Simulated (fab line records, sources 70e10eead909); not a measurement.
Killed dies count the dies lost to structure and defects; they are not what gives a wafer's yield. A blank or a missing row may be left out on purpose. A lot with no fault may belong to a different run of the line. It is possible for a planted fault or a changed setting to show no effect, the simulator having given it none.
Struck lot and sound lot, side by side / flow nand-harc / 21 steps out of a route of 1302
Sound: these wafers, L896.1, L896.3, L896.5. The struck wafers were L886.2, L886.3, L886.6. The cause is given at the end.
Per side, at each step with rows, come the tool, then ch with its chambers, and then its first start. Under that, the readings that differ: sound wafers / struck wafers / difference of the means / sigmas: that difference in standard deviations of wafers without a fault.
alike: readings with means less than 2 such deviations apart, plus words and numbers identical on both sides. not compared: withheld readings, readings lacking a value on some wafer, bounds such as >300 that could conceal the same value, and numbers that have no deviation in the record and whose values overlap.
The two part at a step that has a row with sigmas, a row that says differs or no value, or rows on one side only. Numbers that have no deviation but don't overlap get no sigmas and don't part them. A reading missing from all wafers of one side parts the sides only when that side holds two or more wafers.

NHARC_P_CONTACT_CVD_23: deposits W, target thk 200 nm, time 557 s.
  sound on cvd-w-01 ch 1; struck on cvd-w-01 ch 0
reading=throttle-valve-pct (%); sound=8.6 8.5 8.6; struck=7.1 7.2 7.2; difference=-1.4; sigmas=-3
  alike: heater-power-w, mfc-ar-sccm
NHARC_P_CONTACT_CMP_24: polishes, t overpolish 30 s, target thk 200 nm.
  sound on cmp-03 ch 0,1,2, day 15 04:26; struck on cmp-03 ch 0,1, day 11 03:31
reading=time-to-endpoint-s (s); sound=39.7 44.2 40.0; struck=38.0 35.8 35.1; difference=-5.0; sigmas=-2
  alike: motor-current-A, overpolish-run-s
after that, 1 step had no rows for these wafers: NHARC_P_CONTACT_SRD_26.
NHARC_P_CONTACT_INSPECT_27:
  sound: defect-inspect-01 at day 15 04:47; struck: defect-inspect-01 at day 11 03:55
  alike: raw-defect-count
then, 7 steps without rows for these wafers: NHARC_P_M0_DEP_00 (deposits SiOC, target thk 150 nm); NHARC_P_M0_DEHYDRATE_01 (time 120 s); NHARC_P_M0_HMDS_02 (time 30 s); NHARC_P_M0_COAT_33 (time 65 s); NHARC_P_M0_COAT_03 (resist thk 90 nm); NHARC_P_M0_SOFTBAKE_04 (time 55 s); NHARC_P_M0_EBR_05.
NHARC_P_M0_EXPOSE_06: exposes mask P M0, target cd 90 nm.
  sound on arfi-scanner-01 ch 0, day 15 05:25; struck on arfi-scanner-03 ch 0, day 11 04:41
reading=exposure-dose-mJ-cm2; sound=81.16 81.23 81.20; struck=68.62 68.73 68.80; difference=-12.48; sigmas=-99 or more
  alike: mask, focus-offset-nm
then, 2 steps without rows for these wafers: NHARC_P_M0_PEB_07 (peb time 65 s); NHARC_P_M0_DEVELOP_08 (develop time 35 s).
NHARC_P_M0_CD_MEAS_09: the cd target is 90 nm.
  sound on cd-sem-02 ch 0, day 15 05:34; struck on cd-sem-01 ch 0, day 11 04:50
reading=cd-nm (nm); sound=90.5 90.5 90.7; struck=78.9 78.7 78.9; difference=-11.7; sigmas=-23
NHARC_P_M0_OVL_MEAS_10: pitch 180 nm.
  sound: overlay-02 at day 15 05:39; struck: overlay-01 at day 11 04:55
  alike: overlay-x-nm, overlay-y-nm
NHARC_P_M0_INSPECT_11:
  sound: defect-inspect-01 at day 15 05:41; struck: defect-inspect-01 at day 11 04:57
  alike: raw-defect-count
NHARC_P_M0_DESCUM_14: chemistry O2, time 3 s.
  sound on rie-diel-08 ch 0,3, day 15 05:46; struck on rie-diel-03 ch 0,1,2, day 11 05:02
reading=model.P_M0.cd-nm (nm); sound=91.47 90.93 90.58; struck=79.07 78.6 78.77; difference=-12.18; sigmas=
  alike: chamber-pressure-mTorr, drypump-motor-current-A, mfc-ar-sccm, oes-product-au, rf-vpp-V, showerhead-plenum-p-Torr, throttle-valve-pct
  not compared: rf-hours-counter-h
NHARC_P_M0_ETCH_34: etches the open film in N2/H2, target depth 40 nm, overetch 12 nm, time 43.94 s.
  sound on rie-diel-08 ch 0,1,3, day 15 05:50; struck on rie-diel-03 ch 1,2, day 11 05:06
reading=oes-product-au (a.u.); sound=0.994 0.991 0.995; struck=1.007 1.004 1.007; difference=+0.013; sigmas=+2
  alike: chamber-pressure-mTorr, drypump-motor-current-A, mfc-ar-sccm, rf-vpp-V, showerhead-plenum-p-Torr, throttle-valve-pct
  not compared: rf-hours-counter-h
NHARC_P_M0_ETCH_15: etches the open film in C4F8/Ar, target depth 150 nm, overetch 15 nm, time 82.5 s.
  sound on rie-diel-08 ch 0,3; struck on rie-diel-03 ch 2,3
reading=model.P_M0.cd-nm (nm); sound=91.04 91.39 90.58; struck=78.95 78.6 78.5; difference=-12.32; sigmas=
  alike: chamber-pressure-mTorr, oes-product-au, rf-vpp-V
  not compared: rf-hours-counter-h
NHARC_P_M0_CD_MEAS_16:
  sound: cd-sem-01 at day 15 06:03; struck: cd-sem-03 at day 11 05:19
reading=cd-nm (nm); sound=90.7 91.2 91.2; struck=78.7 78.5 78.4; difference=-12.5; sigmas=-18

WHERE THEY PART
First at NHARC_P_CONTACT_CVD_23; last, within this record, at NHARC_P_M0_CD_MEAS_16.

WHY: whatever the simulator had introduced
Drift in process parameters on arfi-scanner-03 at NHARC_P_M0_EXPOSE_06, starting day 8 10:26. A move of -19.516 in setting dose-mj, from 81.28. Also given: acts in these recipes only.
